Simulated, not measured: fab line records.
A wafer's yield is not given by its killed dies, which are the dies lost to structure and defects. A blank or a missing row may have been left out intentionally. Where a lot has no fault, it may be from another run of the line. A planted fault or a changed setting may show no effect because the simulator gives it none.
Problem report, 8D (eight disciplines) form, completed by code / flow n5Finfet / the parts of the form that need people (team, actions taken, sign-off) are left out
Where a reading is given only as a bound, like >300, the bound stands for it, and a mean or a difference that rests on one is marked > or <: the true number lies beyond.

1. WHAT IS WRONG
rawDefectCount at N5_HKMG_FIN_INSPECT_14 reads a mean of >300 on 6 wafers of 2 lots; wafers without a fault read 2.2 with a standard deviation of 1.3. So: +99 or more standard deviations from the usual mean.
The step: inspects for defects (macro).
Seen first at day 7 07:15 on defectInspect-01, wafer L444.1. At this step, 34 wafers from 12 lots have a number in the record. Rule for "out", or "out of limits": more than 4 standard deviations from the usual mean. The rest of the wafers with a number are treated as sound.

2. WHAT IT IS, WHAT IT ISN'T
question=which readings at this step | is=rawDefectCount | is not=-
question=which lots | is=L444, L445 | is not=L432, L433, L434, L436, L447, L449, L451, L452, L454, L455
question=which wafers of those lots | is=all that have a number | is not=-
question=read on which gauges | is=defectInspect-01 | is not=defectInspect-02
question=when | is=from day 7 07:15 | is not=up to then (12 sound wafers); but 16 sound wafers of L447, L449, L451, L452, L454, L455 came after

3. THE SUSPECTS, EACH WITH WHAT RULES IT OUT
Counting: a tool at a process step up to the reading stays a suspect if it ran every lot that is out and no sound lot after the first of them.
- the gauge at N5_HKMG_FIN_INSPECT_14 is ruled out. All the wafers that are out were read on defectInspect-01, but those of them that N5_PASSIVATION_PROBE_49 has rows for are out there too, on other tools.
- wetBench-06 at N5_HKMG_FIN_WET_ETCH_76 (etches Al2O3 in dNH4OH, stops on La2O3, target depth 2.25 nm, rinse time 30 s): kept. Every lot that is out went through it, starting with L444 (day 7 04:31), and after that it ran no sound lot; the last sound lot it ran before then is L433 (day 4 05:34).
Left after counting: wetBench-06 at N5_HKMG_FIN_WET_ETCH_76.

4. THE CAUSE (what the simulator had put in)
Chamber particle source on wetBench-06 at N5_HKMG_FIN_WET_ETCH_76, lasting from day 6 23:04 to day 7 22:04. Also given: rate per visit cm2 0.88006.
After counting, this tool was the only one left.

5. SEQUENCE OF EFFECTS, ordered by route
Each row: a reading where the mean over the struck wafers with a number is more than 3 standard deviations away from the usual. Readings are gone through only where the record gives a usual standard deviation; hours: the median, over the lots, of the time from a lot's start at the first step in this table giving one to that lot's start at this step; sigmas: the change measured in usual standard deviations.
hours=0; step=N5_HKMG_FIN_INSPECT_14; reading=rawDefectCount; usual=2.2; on struck wafers=>300; change=>+298; sigmas=+99 or more
hours=215; step=N5_PASSIVATION_PROBE_49; reading=killedAtFrontEnd; usual=42; on struck wafers=157; change=+115; sigmas=+9.6
hours=215; step=N5_PASSIVATION_PROBE_49; reading=killedDies; usual=103; on struck wafers=210; change=+107; sigmas=+5.9
Here are the process steps it includes:
- N5_PASSIVATION_PROBE_49

6. HOW IT WOULD HAVE BEEN CAUGHT EARLIER
Counted from the fault's start at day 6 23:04, it took 8 hours until the first out-of-limits reading at a measuring or inspecting step in this record, taken at day 7 07:15.
Among the 2 lots that are out, L445 began N5_HKMG_FIN_WET_ETCH_76 on wetBench-06 after day 7 07:15. Putting the tool on hold at that point would have spared it.
